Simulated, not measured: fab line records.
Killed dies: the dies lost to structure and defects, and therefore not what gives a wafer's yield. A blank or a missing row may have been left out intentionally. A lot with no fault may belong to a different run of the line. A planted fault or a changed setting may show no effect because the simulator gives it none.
Which tool is to blame?	flow n5 finfet	33 wafers from 11 lots sampled at 3 of the route's 1938 steps

## WHAT THE GAUGES READ, wafer by wafer
N5_PASSIVATION_OVL_MEAS_63.
lot	measured	on	PAD_OVL (nm)
L486	day 12 21:12	overlay-01	4 9 1
L487	day 13 00:14	overlay-01	-8 -12 -1
L488	day 13 16:05	overlay-01	6 6 3
L490	day 14 00:50	overlay-02	0 -3 -2
L493	day 14 11:23	overlay-01	-6 -3 -7
L499	day 16 10:55	overlay-02	2 6 0
L501	day 16 01:59	overlay-01	4 -2 4
L504	day 18 01:33	overlay-02	4 -1 -1
L506	day 18 01:53	overlay-01	-1 -3 -4
L507	day 18 19:30	overlay-01	-3 -8 1
L509	day 19 00:29	overlay-01	-1 -9 -4

N5_PASSIVATION_OVL_MEAS_66.
lot	measured	on	PASS_OPEN_OVL (nm)
L486	day 12 22:56	overlay-01	5 7 11
L487	day 13 02:13	overlay-01	-2 -1 0
L488	day 13 17:52	overlay-02	2 1 -2
L490	day 14 03:05	overlay-01	-1 2 8
L493	day 14 13:14	overlay-01	10 5 9
L499	day 16 13:17	overlay-01	20 25 15
L501	day 16 04:04	overlay-02	9 17 8
L504	day 18 03:25	overlay-01	9 15 2
L506	day 18 03:45	overlay-02	10 9 2
L507	day 18 21:28	overlay-01	4 2 12
L509	day 19 02:13	overlay-02	0 -6 -2

## EACH LOT AND THE TOOL THAT RAN IT (in order: tool; ch and the chambers of the sampled wafers; start)
lot	N5_BEOL_M3_ETCH_77
L486	rie diel-02 ch 0,1,3, day 7 18:21
L487	rie diel-06 ch 0,1, day 7 21:34
L488	rie diel-05 ch 1,2,3, day 8 02:47
L490	rie diel-06 ch 0,2, day 8 07:55
L493	rie diel-06 ch 0,2,3, day 9 02:02
L499	rie diel-06 ch 1,2,3, day 11 01:32
L501	rie diel-06 ch 0,1,2, day 11 02:31
L504	rie diel-05 ch 1,2,3, day 11 18:49
L506	rie diel-05 ch 0,1,3, day 12 05:30
L507	rie diel-05 ch 0,2,3, day 12 12:20
L509	rie diel-02 ch 0,2,3, day 13 17:37
- N5_BEOL_M3_ETCH_77: etches underlayer in N2/H2, target depth 6.5 nm, time 5.2 s.

## WHAT THE TOOLS THEMSELVES READ (means of the sampled wafers that have a number; where no wafer has one, the mark that the record gives instead)
N5_BEOL_M3_ETCH_77.
lot	tool	drypump motor current A (A)	etch rf on time s (s)	oes product au (a.u.)	rf vpp V (V)	showerhead plenum p Torr (Torr)	throttle valve pct (%)
L486	rie diel-02	5.8	5.24	0.64	525	2.61	18.01
L487	rie diel-06	5.8	5.23	0.68	524	2.57	18.04
L488	rie diel-05	5.6	5.14	0.72	524	2.54	17.69
L490	rie diel-06	5.8	5.26	0.64	523	2.52	18.15
L493	rie diel-06	5.6	5.13	0.72	525	2.60	17.86
L499	rie diel-06	5.7	5.14	0.69	521	2.49	17.96
L501	rie diel-06	5.9	5.15	0.65	522	2.48	18.20
L504	rie diel-05	5.6	5.11	0.70	524	2.53	17.73
L506	rie diel-05	5.7	5.12	0.69	523	2.50	17.82
L507	rie diel-05	5.9	5.09	0.65	523	2.54	17.78
L509	rie diel-02	5.5	5.19	0.67	524	2.52	17.74

## THE ANSWER, worked out from the rows above alone
Rule: the lots themselves supply what counts as usual. Put in order of their means at a reading, lots are off if they are a third of the lots or fewer, leave a main group of 4 or more, and stand apart from it by a gap of 3 or more times the standard deviation of the main group's means; of several such gaps the widest counts. A main group whose means are all the same, to the digits that the tables above print for the reading, isn't used. A lot without any number at a reading at which 4 lots or more have one is off too. Where the step has rows for the other lots, those lots are counted as sound. First the gauges in route order, then the tools' own readings, where a lot's mean is used as printed above. The first step at which some lot is off is used, and at that step the reading that is off furthest; a lot without a number counts as furthest.
No lot is off on any of the readings shown, so nothing can be concluded from this.

## WHAT WAS PUT IN BY THE SIMULATOR
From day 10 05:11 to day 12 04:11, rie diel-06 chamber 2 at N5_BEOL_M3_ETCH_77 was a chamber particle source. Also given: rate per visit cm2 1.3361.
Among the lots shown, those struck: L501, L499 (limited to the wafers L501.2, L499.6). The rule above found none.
